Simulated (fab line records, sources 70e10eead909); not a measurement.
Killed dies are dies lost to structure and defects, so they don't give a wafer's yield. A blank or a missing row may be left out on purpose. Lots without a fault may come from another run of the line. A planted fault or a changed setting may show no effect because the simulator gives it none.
fab line records | flow nand_harc
record lots=7 wafers=21 last_day=35
route steps=1302 shown A_CONTACT@1013 END@1302
lots that met no fault: from a run of the same line without faults
start_h: hours from the record's first day to the start of the lot's first wafer shown | wait_h: hours since the lot's step before | " the same as in the row above | L1.1+2: a row that stands for several wafers | - no value, or no start given | * or withheld: withheld | < > ~ a bound
route shown NAME@n: a module of which the file shows steps, and the number in the route of the first | usual: mean/standard deviation of fault-free wafers | same: alike in all rows | chamber/n: place in a boat | sites: the reading at each site | _std_site: their standard deviation | _edge_site: outer sites' mean less inner sites' | radius_mm: how far each site lies from the wafer's centre | mask NAME#n: copy n | behind: the tool/chamber that last shaped the wafer | hold: why the lot was held/for how many hours/how that ended | device: the transistor (n, p or np) that didn't switch | end of line: the same wafers' tests at the end of the route | a step without rows: its recipe alone | killed: dies lost to structure and defects at the first sort, not the wafer's yield | map: a wafer's dies, x killed, . not, _ none there
set.NAME: the setting as run; set.NAME@STEP: as run at that earlier step | model.NAME: the simulator's own value behind a step, which no gauge read
lots at some steps of the route; a table a step, a row a wafer
services: from which hour (start_h, from the record's first day; less than 0 if before it) a tool's chamber was out of use, for how many hours, and why
## steps
# step NHARC_A_CONTACT_ETCH_119
# recipe source_w=withheld pressure_mtorr=20 bias_v=3000 time_s=190 target_depth_a=18500 ar_flow_sccm=withheld c4f8_flow_sccm=withheld o2_flow_sccm=withheld chemistry=C4F8/O2/Ar
# step NHARC_A_CONTACT_ETCH_120
# recipe source_w=withheld pressure_mtorr=20 bias_v=3000 time_s=190 target_depth_a=18500 ar_flow_sccm=withheld c4f8_flow_sccm=withheld o2_flow_sccm=withheld chemistry=C4F8/O2/Ar
# usual oes_air_line_au=1.002/0.019
# columns lot.wafer tool chamber start_h wait_h oes_air_line_au rf_hours_counter_h
L706.2 har_cap_etch-01 1 596.65 0.1 0.987 7
L706.4 " 1 " " 0.964 -
L706.6 " 1 " " 0.955 -
L708.1 har_cap_etch-02 1 612.14 0.1 0.996 98
L708.3 " 1 " " 1.026 -
L708.6 " 0 " " 1.026 -
L713.2 har_cap_etch-01 0 632.60 0.1 1.011 14
L713.1 " 1 " " 1.042 14
L713.5 " 1 " " 1.027 -
L716.1 har_cap_etch-01 0 642.68 0.1 1.040 19
L716.2 " 1 " " 1.002 19
L716.6 " 0 " " 1.013 -
L717.1 har_cap_etch-03 1 647.57 0.1 1.008 65
L717.2 " 0 " " 0.992 65
L717.3 " 0 " " 1.022 -
L718.2 har_cap_etch-01 0 652.40 0.1 1.001 21
L718.4 " 1 " " 0.994 -
L718.6 " 1 " " 0.973 -
L725.1 har_cap_etch-03 1 760.28 0.1 1.032 85
L725.4 " 0 " " 1.005 -
L725.5 " 1 " " 0.974 -
# step NHARC_A_CONTACT_ETCH_121
# recipe source_w=withheld pressure_mtorr=20 bias_v=3000 time_s=190 target_depth_a=18500 ar_flow_sccm=withheld c4f8_flow_sccm=withheld o2_flow_sccm=withheld chemistry=C4F8/O2/Ar
# step NHARC_A_CONTACT_ETCH_122
# recipe source_w=withheld pressure_mtorr=20 bias_v=3000 time_s=190 target_depth_a=18500 ar_flow_sccm=withheld c4f8_flow_sccm=withheld o2_flow_sccm=withheld chemistry=C4F8/O2/Ar
# usual oes_air_line_au=1.006/0.021
# columns lot.wafer tool chamber start_h wait_h oes_air_line_au rf_hours_counter_h
L706.2 har_cap_etch-01 1 596.98 0.1 1.016 8
L706.4 " 1 " " 0.994 -
L706.6 " 1 " " 1.026 -
L708.1 har_cap_etch-02 1 612.48 0.1 0.998 99
L708.3 " 1 " " 1.018 -
L708.6 " 0 " " 0.965 -
L713.2 har_cap_etch-01 0 632.94 0.1 1.033 14
L713.1 " 1 " " 0.975 14
L713.5 " 1 " " 0.992 -
L716.1 har_cap_etch-01 0 643.02 0.1 0.954 19
L716.2 " 1 " " 1.021 19
L716.6 " 0 " " 0.986 -
L717.1 har_cap_etch-03 1 647.92 0.1 0.990 66
L717.2 " 0 " " 1.015 66
L717.3 " 0 " " 1.024 -
L718.2 har_cap_etch-01 0 652.74 0.1 1.020 21
L718.4 " 1 " " 1.016 -
L718.6 " 1 " " 1.002 -
L725.1 har_cap_etch-03 1 760.62 0.1 1.019 85
L725.4 " 0 " " 1.036 -
L725.5 " 1 " " 1.034 -
# step NHARC_A_CONTACT_ETCH_123
# recipe source_w=withheld pressure_mtorr=20 bias_v=400 time_s=490 target_depth_a=21100 ar_flow_sccm=withheld c4f8_flow_sccm=11.5 o2_flow_sccm=7.2 chemistry=C4F8/O2/Ar
# step NHARC_A_CONTACT_ETCH_90
# recipe target_depth_a=400 over_etch_frac=0.5 time_s=85.7 ion_energy_ev=120 ch3f_flow_sccm=50 o2_flow_sccm=30 ar_flow_sccm=200 rf_w=500 bias_w=100 chemistry=CH3F/O2
# usual drypump_motor_current_A=5.8/0.6 o2_flow_sccm=30.00/0.091 oes_product_au=0.94/0.031 rf_vpp_V=243.7/1.6 showerhead_plenum_p_Torr=2.42/0.098 throttle_valve_pct=20.664/0.009
# columns lot.wafer tool chamber start_h wait_h drypump_motor_current_A o2_flow_sccm oes_product_au rf_hours_counter_h rf_vpp_V showerhead_plenum_p_Torr throttle_valve_pct
L706.4 rie_diel-01 1 598.16 0.7 6.4 29.96 0.99 13 242.1 2.31 20.668
L706.2 " 2 " " 4.8 30.05 1.00 12 242.0 2.40 20.666
L706.6 " 3 " " 6.2 30.02 1.00 - 243.8 2.40 20.668
L708.1 rie_diel-10 3 613.61 0.8 5.4 30.16 1.01 3 245.7 2.57 20.682
L708.3 " 1 " " 5.8 29.96 1.00 2 241.1 2.29 20.671
L708.6 " 3 " " 5.3 30.09 1.01 - 245.9 2.57 20.676
L713.1 rie_diel-04 2 634.09 0.8 5.2 29.97 0.92 14 243.3 2.34 20.662
L713.2 " 1 " " 5.6 29.92 0.92 14 245.1 2.50 20.669
L713.5 " 2 " " 5.2 30.09 0.92 - 242.1 2.34 20.662
L716.2 rie_diel-01 1 644.16 0.8 6.4 29.83 0.92 31 241.6 2.31 20.664
L716.1 " 2 " " 4.8 29.83 0.91 28 242.7 2.39 20.674
L716.6 " 1 " " 6.4 29.80 0.93 - 242.9 2.31 20.662
L717.1 rie_diel-10 3 649.06 0.9 5.4 30.06 0.93 14 246.5 2.57 20.667
L717.2 " 0 " " 5.4 30.05 0.92 13 244.0 2.36 20.656
L717.3 " 2 " " 5.1 29.87 0.94 14 242.7 2.32 20.662
L718.4 rie_diel-01 2 653.91 0.7 4.8 29.97 0.91 30 242.8 2.39 20.668
L718.2 " 3 " " 6.2 29.93 0.93 27 243.5 2.39 20.652
L718.6 " 0 " " 6.7 29.95 0.93 - 243.5 2.51 20.664
L725.4 rie_diel-04 1 761.77 0.6 5.6 29.92 0.94 7 244.0 2.49 20.670
L725.1 " 2 " " 5.2 29.87 0.93 7 242.5 2.33 20.658
L725.5 " 2 " " 5.2 29.90 0.92 - 242.7 2.33 20.649
# step NHARC_A_CONTACT_ETCH_96
# recipe target_depth_a=200 over_etch_frac=0.5 time_s=10 ion_energy_ev=250 c4f6_flow_sccm=25 o2_flow_sccm=20 ar_flow_sccm=500 rf_w=600 bias_w=500 chemistry=C4F6/O2
# usual drypump_motor_current_A=5.8/0.6 o2_flow_sccm=20.00/0.059 oes_product_au=0.961/0.025 rf_vpp_V=546/3.1 showerhead_plenum_p_Torr=3.89/0.14 throttle_valve_pct=26.903/0.0093
# columns lot.wafer tool chamber start_h wait_h drypump_motor_current_A o2_flow_sccm oes_product_au rf_hours_counter_h rf_vpp_V showerhead_plenum_p_Torr throttle_valve_pct
L706.4 rie_diel-01 2 - - 4.8 20.00 0.994 12 545 3.83 26.910
L706.2 " 1 " " 6.4 19.98 0.992 13 543 3.71 26.896
L706.6 " 3 " " 6.2 20.00 0.988 - 545 3.84 26.885
L708.1 rie_diel-10 0 - - 5.4 19.99 1.004 2 543 3.79 26.900
L708.3 " 1 " " 5.9 19.99 0.991 2 542 3.67 26.908
L708.6 " 3 " " 5.4 20.07 1.016 - 550 4.09 26.905
L713.2 rie_diel-04 1 - - 5.7 19.96 0.938 14 548 3.99 26.904
L713.1 " 2 " " 5.2 19.95 0.951 14 544 3.75 26.896
L713.5 " 1 " " 5.7 19.93 0.945 - 549 3.99 26.897
L716.2 rie_diel-01 2 - - 4.8 19.95 0.935 28 544 3.82 26.906
L716.1 " 3 " " 6.2 19.99 0.924 24 544 3.83 26.892
L716.6 " 3 " " 6.2 19.98 0.926 - 545 3.83 26.912
L717.3 rie_diel-10 3 649.23 0.1 5.4 19.99 0.954 14 550 4.09 26.914
L717.1 " 0 " " 5.3 20.07 0.955 13 544 3.78 26.911
L717.2 " 2 " " 5.1 20.12 0.968 14 544 3.72 26.912
L718.4 rie_diel-01 0 - - 6.7 19.88 0.959 24 547 4.00 26.909
L718.2 " 1 " " 6.4 20.05 0.945 33 543 3.70 26.893
L718.6 " 3 " " 6.2 20.07 0.943 - 546 3.83 26.897
L725.1 rie_diel-04 2 - - 5.2 20.08 0.946 7 543 3.74 26.913
L725.4 " 0 " " 6.3 19.94 0.926 7 553 4.10 26.913
L725.5 " 3 " " 6.2 20.03 0.939 - 548 3.96 26.909
# step NHARC_A_CONTACT_CD_MEAS_53
# usual cd_nm=289.5/0.83
# columns lot.wafer tool chamber start_h wait_h cd_nm
L706.2 cd_sem-02 - 598.35 - 289.2
L706.4 " - " " 288.6
L706.6 " - " " 289.9
L708.1 cd_sem-02 - 613.82 - 287.5
L708.3 " - " " 288.2
L708.6 " - " " 287.2
L713.1 cd_sem-03 - 634.31 - 289.3
L713.2 " - " " 289.7
L713.5 " - " " 289.7
L716.1 cd_sem-01 - 644.38 - 288.4
L716.2 " - " " 288.5
L716.6 " - " " 288.6
L717.1 cd_sem-02 - 649.31 - 289.4
L717.2 " - " " 289.2
L717.3 " - " " 289.8
L718.2 cd_sem-01 - 654.10 - 290.1
L718.4 " - " " 290.0
L718.6 " - " " 289.4
L725.1 cd_sem-01 - 761.99 - 289.5
L725.4 " - " " 289.3
L725.5 " - " " 290.0
# step NHARC_A_CONTACT_STRIP_99
# recipe n2_flow_sccm=150 h2_flow_sccm=150 ar_flow_sccm=0 bias_w=0 chemistry=N2/H2
# step NHARC_A_CONTACT_STRIP_100
# recipe cf4_flow_sccm=100 chf3_flow_sccm=30 ar_flow_sccm=0 bias_w=0 chemistry=CF4/CHF3
# step NHARC_A_CONTACT_STRIP_101
# recipe o2_flow_sccm=400 cos_flow_sccm=20 ar_flow_sccm=0 bias_w=0 chemistry=O2/COS
# step NHARC_A_CONTACT_ETCH_102
# recipe target_depth_a=1000 overetch_a=100 time_s=55 ion_energy_ev=100 cf4_flow_sccm=80 o2_flow_sccm=20 ar_flow_sccm=0 rf_w=300 bias_w=100 chemistry=CF4/O2
# usual drypump_motor_current_A=5.9/0.61 o2_flow_sccm=20.01/0.063 oes_product_au=0.999/0.0084 rf_vpp_V=197.4/1.5 showerhead_plenum_p_Torr=1.32/0.055 throttle_valve_pct=13.397/0.0097
# columns lot.wafer tool chamber start_h wait_h drypump_motor_current_A o2_flow_sccm oes_product_au rf_hours_counter_h rf_vpp_V showerhead_plenum_p_Torr throttle_valve_pct
L706.4 rie_diel-01 2 598.64 0.1 4.8 20.14 0.991 12 195.9 1.30 13.395
L706.2 " 1 " " 6.3 19.99 0.995 13 195.5 1.26 13.396
L706.6 " 2 " " 4.8 20.08 0.999 - 198.0 1.30 13.397
L708.3 rie_diel-04 0 614.11 0.1 6.3 19.95 1.001 9 199.3 1.41 13.401
L708.1 " 3 " " 6.2 20.07 0.986 8 199.4 1.36 13.413
L708.6 " 1 " " 5.6 20.03 1.003 - 197.5 1.36 13.388
L713.2 rie_diel-10 1 634.62 0.1 5.8 19.98 1.005 8 196.2 1.24 13.387
L713.1 " 2 " " 5.1 19.94 1.007 9 197.0 1.26 13.410
L713.5 " 2 " " 5.1 20.02 1.008 - 195.1 1.26 13.396
L716.1 rie_diel-01 0 644.82 0.2 6.7 20.00 1.005 21 197.5 1.36 13.409
L716.2 " 1 " " 6.4 19.96 0.991 31 196.5 1.25 13.393
L716.6 " 1 " " 6.3 20.05 1.003 - 195.2 1.25 13.408
L717.3 rie_diel-01 1 650.39 0.8 6.3 19.95 0.993 32 196.1 1.25 13.396
L717.2 " 2 " " 4.8 19.97 0.989 30 196.9 1.30 13.392
L717.1 " 3 " " 6.2 20.07 0.993 26 196.1 1.30 13.389
L718.2 rie_diel-01 2 654.39 0.0 4.8 20.12 0.982 30 196.6 1.30 13.399
L718.4 " 0 " " 6.7 19.94 1.012 24 199.6 1.36 13.405
L718.6 " 3 " " 6.2 19.97 0.993 - 196.5 1.30 13.371
L725.4 rie_diel-10 1 762.29 0.1 5.8 20.03 1.009 55 194.1 1.23 13.409
L725.1 " 2 " " 5.1 20.04 1.001 58 194.3 1.25 13.399
L725.5 " 0 " " 5.4 20.00 1.001 - 196.4 1.27 13.410
# step NHARC_A_CONTACT_STRIP_55
# recipe o2_flow_sccm=500 ar_flow_sccm=0 bias_w=0 chemistry=O2
# usual bias_w=0/0 chamber_pressure_mTorr=60.00/0.055 drypump_motor_current_A=5.9/0.62 o2_flow_sccm=499.8/1.6 oes_product_au=0.999/0.0087 rf_vpp_V=57.7/0.92 showerhead_plenum_p_Torr=3.50/0.14 throttle_valve_pct=17.036/0.0097
# columns lot.wafer tool chamber start_h wait_h bias_w chamber_pressure_mTorr drypump_motor_current_A o2_flow_sccm oes_product_au rf_hours_counter_h rf_vpp_V showerhead_plenum_p_Torr throttle_valve_pct
L706.2 rie_diel-01 1 598.72 - 0 60.07 6.3 500.9 0.993 13 57.1 3.33 17.039
L706.4 " 0 " " 0 60.00 6.7 499.3 1.014 9 58.6 3.61 17.040
L706.6 " 1 " " 0 60.00 6.4 499.2 1.001 - 57.0 3.33 17.036
L708.3 rie_diel-04 1 614.67 - 0 60.01 5.6 497.5 0.998 8 57.8 3.59 17.046
L708.1 " 3 " " 0 59.92 6.2 500.4 0.994 8 57.6 3.58 17.031
L708.6 " 1 " " 0 59.96 5.6 497.3 0.993 - 57.2 3.59 17.030
L713.2 rie_diel-10 0 634.70 - 0 60.00 5.3 500.6 0.996 8 56.8 3.40 17.045
L713.1 " 2 " " 0 60.10 5.1 499.3 0.999 9 57.3 3.34 17.021
L713.5 " 1 " " 0 59.91 5.8 502.2 1.016 - 58.0 3.29 17.035
L716.2 rie_diel-01 2 644.90 - - - - - - - - - -
L716.1 " 0 " " - - - - - - - - -
L716.6 " 3 " " - - - - - - - - -
L717.3 rie_diel-01 2 650.48 - - - - - - - - - -
L717.2 " 0 " " - - - - - - - - -
L717.1 " 1 " " - - - - - - - - -
L718.4 rie_diel-01 3 654.50 - - - - - - - - - -
L718.2 " 1 " " - - - - - - - - -
L718.6 " 3 " " - - - - - - - - -
L725.4 rie_diel-10 1 762.36 - 0 59.95 5.8 499.0 1.010 55 58.5 3.26 17.040
L725.1 " 0 " " 0 60.00 5.4 499.6 0.994 56 57.4 3.37 17.033
L725.5 " 2 " " 0 59.93 5.1 497.4 0.991 - 57.9 3.31 17.023
# step NHARC_A_CONTACT_STRIP_56
# recipe time_s=600 temp_c=30 chemistry=post_etch_residue_remover
# step NHARC_END_SORT_01
# recipe temp_c=25
# usual killed_at_array=54/18 killed_at_other=0.9/1.2 killed_at_periphery=4.4/2.9 killed_dies=59/18 killed_open=3.2/1.8 killed_short=2.6/1.8
# same gross_dies=677
# columns lot.wafer tool chamber start_h wait_h killed_at_array killed_at_other killed_at_periphery killed_dies killed_open killed_short
L706.2 prober-02 0 673.01 2.8 61 0 2 63 3 1
L706.4 prober-02 0 674.61 3.4 44 0 2 46 0 3
L706.6 prober-02 0 676.21 4.0 53 0 2 55 2 3
L708.1 prober-02 0 690.34 2.5 56 0 14 70 5 3
L708.3 prober-02 0 691.92 3.1 63 1 9 73 4 7
L708.6 prober-02 0 694.30 4.0 68 2 12 82 3 5
L713.1 prober-01 0 712.55 2.5 57 0 3 60 4 1
L713.2 prober-01 0 713.36 2.8 56 1 1 58 2 8
L713.5 prober-01 0 715.79 3.7 51 1 2 54 2 0
L716.1 prober-01 0 728.25 2.5 673 1 3 677 1 2
L716.2 prober-01 0 729.07 2.8 670 0 7 677 4 6
L716.6 prober-01 0 732.36 4.1 673 0 4 677 3 4
L717.1 prober-02 0 735.98 2.5 673 0 4 677 2 2
L717.2 prober-02 0 736.79 2.8 674 0 3 677 2 1
L717.3 prober-02 0 737.59 3.1 672 0 5 677 4 0
L718.2 prober-01 0 736.95 2.8 671 1 5 677 1 5
L718.4 prober-01 0 738.55 3.4 668 0 9 677 2 2
L718.6 prober-01 0 740.15 4.0 669 3 5 677 6 2
L725.1 prober-02 0 839.42 2.5 14 1 3 18 2 1
L725.4 prober-02 0 841.81 3.4 26 4 8 38 4 4
L725.5 prober-02 0 842.61 3.7 22 1 2 25 2 2
# killed by level:class
L706.2 A_CHANNEL_HOLE_D1:chamber_film_flake=39 A_CHANNEL_HOLE_D2:chamber_film_flake=15 A_DECK1_JOINT:chamber_film_flake=2 A_CONTACT:chamber_film_flake=2 P_M0:geometric_particle:open=1 P_M1:geometric_particle:open=1 A_BLC:geometric_particle:open=1 A_BLC:geometric_particle:short=1
L706.4 A_CHANNEL_HOLE_D1:chamber_film_flake=22 A_CHANNEL_HOLE_D2:chamber_film_flake=16 A_M0:geometric_particle:short=2 A_DECK1_JOINT:geometric_particle:short=1 P_STI:chamber_film_flake=1 P_GATE:chamber_film_flake=1 A_DECK1_JOINT:chamber_film_flake=1 A_SLIT:chamber_film_flake=1
L706.6 A_CHANNEL_HOLE_D1:chamber_film_flake=38 A_CHANNEL_HOLE_D2:chamber_film_flake=8 A_SLIT:chamber_film_flake=2 A_SOURCE_PLATE:geometric_particle:short=1 A_ONON_D2:geometric_particle:open=1 A_ONON_D2:geometric_particle:short=1 A_SGD_CUT:geometric_particle:open=1 A_SGD_CUT:geometric_particle:short=1
L708.1 A_CHANNEL_HOLE_D1:chamber_film_flake=18 A_CHANNEL_HOLE_D2:chamber_film_flake=16 A_SLIT:chamber_film_flake=5 A_CONTACT:chamber_film_flake=5 P_M2:chamber_film_flake=4 P_STI:chamber_film_flake=3 P_M0:geometric_particle:open=2 P_ZERO_WELL:chamber_film_flake=2
L708.3 A_CHANNEL_HOLE_D2:chamber_film_flake=24 A_CHANNEL_HOLE_D1:chamber_film_flake=21 P_STI:chamber_film_flake=4 A_CHANNEL_FILL_D1:geometric_particle:short=3 A_WL_FILL:geometric_particle:open=2 P_ZERO_WELL:chamber_film_flake=2 P_M2:chamber_film_flake=2 A_SLIT:chamber_film_flake=2
L708.6 A_CHANNEL_HOLE_D1:chamber_film_flake=22 A_CHANNEL_HOLE_D2:chamber_film_flake=20 A_CONTACT:chamber_film_flake=9 P_STI:chamber_film_flake=6 P_M2:chamber_film_flake=5 A_WL_FILL:geometric_particle:short=3 A_SLIT:chamber_film_flake=3 A_BONDPAD:chamber_film_flake=3
L713.1 A_CHANNEL_HOLE_D2:chamber_film_flake=22 A_CHANNEL_HOLE_D1:chamber_film_flake=21 A_STAIRCASE:chamber_film_flake=4 A_CONTACT:chamber_film_flake=2 P_M0:geometric_particle:open=1 A_CHANNEL_HOLE_D2:geometric_particle:open=1 A_CHANNEL_FILL_D2:geometric_particle:short=1 A_SGD_CUT:geometric_particle:open=1
L713.2 A_CHANNEL_HOLE_D2:chamber_film_flake=20 A_CHANNEL_HOLE_D1:chamber_film_flake=15 A_CHANNEL_FILL_D1:chamber_film_flake=3 A_STAIRCASE:chamber_film_flake=3 A_ONON_D1:geometric_particle:short=2 A_WL_FILL:geometric_particle:short=2 A_CONTACT:chamber_film_flake=2 A_BLC:chamber_film_flake=2
L713.5 A_CHANNEL_HOLE_D2:chamber_film_flake=25 A_CHANNEL_HOLE_D1:chamber_film_flake=16 A_STAIRCASE:chamber_film_flake=3 A_CHANNEL_FILL_D1:chamber_film_flake=2 A_CONTACT:chamber_film_flake=2 P_GATE:geometric_particle:open=1 A_BLC:geometric_particle:open=1 P_M2:chamber_film_flake=1
L716.1 A_CONTACT:area_strip=615 A_SLIT:chamber_film_flake=32 A_CHANNEL_HOLE_D1:chamber_film_flake=23 P_BONDPAD:chamber_film_flake=2 A_ONON_D1:geometric_particle:short=1 A_CHANNEL_FILL_D2:geometric_particle:open=1 A_WL_FILL:geometric_particle:short=1 P_GATE:chamber_film_flake=1
L716.2 A_CONTACT:area_strip=597 A_SLIT:chamber_film_flake=34 A_CHANNEL_HOLE_D1:chamber_film_flake=30 P_CONTACT:geometric_particle:short=2 A_ONON_D1:geometric_particle:short=2 P_GATE:chamber_film_flake=2 A_CONTACT:chamber_film_flake=2 P_M0:geometric_particle:short=1
L716.6 A_CONTACT:area_strip=608 A_SLIT:chamber_film_flake=31 A_CHANNEL_HOLE_D1:chamber_film_flake=21 A_CONTACT:chamber_film_flake=3 A_CHANNEL_FILL_D1:geometric_particle:short=2 P_GATE:chamber_film_flake=2 A_ZERO_WELL:chamber_film_flake=2 P_STI:geometric_particle:short=1
L717.1 A_CONTACT:area_strip=613 A_CHANNEL_HOLE_D1:chamber_film_flake=25 A_CHANNEL_HOLE_D2:chamber_film_flake=23 A_SLIT:chamber_film_flake=4 P_GATE:chamber_film_flake=2 A_STAIRCASE:chamber_film_flake=2 A_CONTACT:chamber_film_flake=2 P_M0:geometric_particle:open=1
L717.2 A_CONTACT:area_strip=611 A_CHANNEL_HOLE_D2:chamber_film_flake=26 A_CHANNEL_HOLE_D1:chamber_film_flake=19 A_CONTACT:chamber_film_flake=7 A_SLIT:chamber_film_flake=4 A_CHANNEL_FILL_D1:chamber_film_flake=3 P_M0:geometric_particle:short=1 P_M0:geometric_particle:open=1
L718.2 A_CONTACT:area_strip=623 A_CHANNEL_HOLE_D2:chamber_film_flake=28 A_CHANNEL_HOLE_D1:chamber_film_flake=7 A_SLIT:chamber_film_flake=6 P_ZERO_WELL:chamber_film_flake=3 A_CHANNEL_FILL_D2:geometric_particle:short=2 P_GATE:chamber_film_flake=2 A_ONON_D1:geometric_particle:short=1
L717.3 A_CONTACT:area_strip=612 A_CHANNEL_HOLE_D1:chamber_film_flake=28 A_CHANNEL_HOLE_D2:chamber_film_flake=15 A_SLIT:chamber_film_flake=6 A_CONTACT:chamber_film_flake=4 P_GATE:chamber_film_flake=3 A_M0:chamber_film_flake=2 P_GATE:geometric_particle:open=1
L718.4 A_CONTACT:area_strip=636 A_CHANNEL_HOLE_D2:chamber_film_flake=16 A_CHANNEL_HOLE_D1:chamber_film_flake=6 A_SLIT:chamber_film_flake=4 P_GATE:chamber_film_flake=3 P_ZERO_WELL:chamber_film_flake=2 P_STI:chamber_film_flake=2 P_M1:chamber_film_flake=2
L718.6 A_CONTACT:area_strip=620 A_CHANNEL_HOLE_D2:chamber_film_flake=22 A_CHANNEL_HOLE_D1:chamber_film_flake=14 A_SLIT:chamber_film_flake=4 A_CHANNEL_FILL_D1:geometric_particle:open=2 P_STI:chamber_film_flake=2 P_GATE:chamber_film_flake=2 A_DECK1_JOINT:chamber_film_flake=2
L725.1 A_SLIT:chamber_film_flake=6 A_STAIRCASE:chamber_film_flake=3 A_ONON_D2:geometric_particle:short=1 A_SGD_CUT:geometric_particle:open=1 A_WL_FILL:geometric_particle:open=1 P_ZERO_WELL:chamber_film_flake=1 P_STI:chamber_film_flake=1 P_BONDPAD:chamber_film_flake=1
L725.4 A_SLIT:chamber_film_flake=7 A_STAIRCASE:chamber_film_flake=6 THIN_TSV:chamber_film_flake=4 P_STI:chamber_film_flake=2 P_GATE:chamber_film_flake=2 A_DECK1_JOINT:chamber_film_flake=2 A_WL_FILL:chamber_film_flake=2 P_GATE:geometric_particle:short=1
L725.5 A_SLIT:chamber_film_flake=9 A_DECK1_JOINT:chamber_film_flake=3 A_CONTACT:chamber_film_flake=3 A_STAIRCASE:chamber_film_flake=2 A_ONON_D1:geometric_particle:open=1 A_CHANNEL_FILL_D1:geometric_particle:open=1 A_CHANNEL_FILL_D2:geometric_particle:short=1 A_SGD_CUT:geometric_particle:short=1
# map L716.1 (x killed, . not)
____________x____________
_________xxxxxxx_________
_______xxxxxxxxxxx_______
______xxxxxxxxxxxxx______
_____xxxxxxxxxxxxxxx_____
____xxxxxxxxxxxxxxxxx____
____xxxxxxxxxxxxxxxxx____
___xxxxxxxxxxxxxxxxxxx___
___xxxxxxxxxxxxxxxxxxx___
__xxxxxxxxxxxxxxxxxxxxx__
__xxxxxxxxxxxxxxxxxxxxx__
_xxxxxxxxxxxxxxxxxxxxxxx_
_xxxxxxxxxxxxxxxxxxxxxxx_
_xxxxxxxxxxxxxxxxxxxxxxx_
_xxxxxxxxxxxxxxxxxxxxxxx_
_xxxxxxxxxxxxxxxxxxxxxxx_
xxxxxxxxxxxxxxxxxxxxxxxxx
xxxxxxxxxxxxxxxxxxxxxxxxx
xxxxxxxxxxxxxxxxxxxxxxxxx
xxxxxxxxxxxxxxxxxxxxxxxxx
xxxxxxxxxxxxxxxxxxxxxxxxx
_xxxxxxxxxxxxxxxxxxxxxxx_
_xxxxxxxxxxxxxxxxxxxxxxx_
_xxxxxxxxxxxxxxxxxxxxxxx_
_xxxxxxxxxxxxxxxxxxxxxxx_
_xxxxxxxxxxxxxxxxxxxxxxx_
__xxxxxxxxxxxxxxxxxxxxx__
__xxxxxxxxxxxxxxxxxxxxx__
___xxxxxxxxxxxxxxxxxxx___
___xxxxxxxxxxxxxxxxxxx___
____xxxxxxxxxxxxxxxxx____
____xxxxxxxxxxxxxxxxx____
_____xxxxxxxxxxxxxxx_____
______xxxxxxxxxxxxx______
_______xxxxxxxxxxx_______
_________xxxxxxx_________
____________x____________
# map L717.1 (x killed, . not)
____________x____________
_________xxxxxxx_________
_______xxxxxxxxxxx_______
______xxxxxxxxxxxxx______
_____xxxxxxxxxxxxxxx_____
____xxxxxxxxxxxxxxxxx____
____xxxxxxxxxxxxxxxxx____
___xxxxxxxxxxxxxxxxxxx___
___xxxxxxxxxxxxxxxxxxx___
__xxxxxxxxxxxxxxxxxxxxx__
__xxxxxxxxxxxxxxxxxxxxx__
_xxxxxxxxxxxxxxxxxxxxxxx_
_xxxxxxxxxxxxxxxxxxxxxxx_
_xxxxxxxxxxxxxxxxxxxxxxx_
_xxxxxxxxxxxxxxxxxxxxxxx_
_xxxxxxxxxxxxxxxxxxxxxxx_
xxxxxxxxxxxxxxxxxxxxxxxxx
xxxxxxxxxxxxxxxxxxxxxxxxx
xxxxxxxxxxxxxxxxxxxxxxxxx
xxxxxxxxxxxxxxxxxxxxxxxxx
xxxxxxxxxxxxxxxxxxxxxxxxx
_xxxxxxxxxxxxxxxxxxxxxxx_
_xxxxxxxxxxxxxxxxxxxxxxx_
_xxxxxxxxxxxxxxxxxxxxxxx_
_xxxxxxxxxxxxxxxxxxxxxxx_
_xxxxxxxxxxxxxxxxxxxxxxx_
__xxxxxxxxxxxxxxxxxxxxx__
__xxxxxxxxxxxxxxxxxxxxx__
___xxxxxxxxxxxxxxxxxxx___
___xxxxxxxxxxxxxxxxxxx___
____xxxxxxxxxxxxxxxxx____
____xxxxxxxxxxxxxxxxx____
_____xxxxxxxxxxxxxxx_____
______xxxxxxxxxxxxx______
_______xxxxxxxxxxx_______
_________xxxxxxx_________
____________x____________
## services
# columns tool chamber start_h hours kind
rie_diel-01 0 591.30 - clean
rie_diel-01 1 591.30 - clean
rie_diel-01 2 591.30 - clean
rie_diel-01 3 591.30 - clean
rie_diel-10 - 596.76 9.0 pm
rie_diel-01 0 615.80 - clean
rie_diel-01 1 615.80 - clean
rie_diel-01 2 615.80 - clean
rie_diel-01 3 615.80 - clean
har_cap_etch-02 - 619.11 1.3 repair
rie_diel-01 0 619.70 6.1 repair
rie_diel-01 0 641.02 - clean
rie_diel-01 1 641.02 - clean
rie_diel-01 2 641.02 - clean
rie_diel-01 3 641.02 - clean
rie_diel-10 1 643.14 7.1 repair
rie_diel-04 1 663.57 4.8 repair
rie_diel-01 0 665.55 - clean
rie_diel-01 3 693.84 1.7 repair
rie_diel-10 0 699.92 2.5 repair
rie_diel-01 1 704.98 2.9 repair
rie_diel-04 - 709.13 9.0 pm
rie_diel-01 - 735.33 9.0 pm
har_cap_etch-02 - 754.00 17.0 pm
## key
first_sign step=NHARC_A_CONTACT_STRIP_55 reading=tool_record direction=missing
effect step=NHARC_END_SORT_01 reading=killed_at_array direction=up sigmas=34 usual=54 struck=671
more_kills_born_at NHARC_A_CONTACT_STRIP_55@rie_diel-01=5536
met_at NHARC_A_CONTACT_STRIP_55
struck_wafers L716.1,L716.2,L716.6,L717.1,L717.2,L717.3,L718.2,L718.4,L718.6
later_rows_left_out L716.1,L716.2,L716.6,L717.1,L717.2,L717.3,L718.2,L718.4,L718.6
tester_left_out L716,L717,L718
onset_between 598.72 644.90
fault kind=skipped_step_whole tool=rie_diel-01 chamber=- onset_h=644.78 steps=NHARC_A_CONTACT_STRIP_55 scope=struck_lots_only
# tester_left_out: of these lots the tester's yield and bins aren't shown, on N5 and GAA mostly nor the transistor test; their killed dies are dies lost to structure and defects alone, not to doping, threshold or leakage, so they don't give the yield
# later_rows_left_out: the simulator's readings of these wafers behind a module that went badly wrong aren't trusted and aren't shown, but for the sort
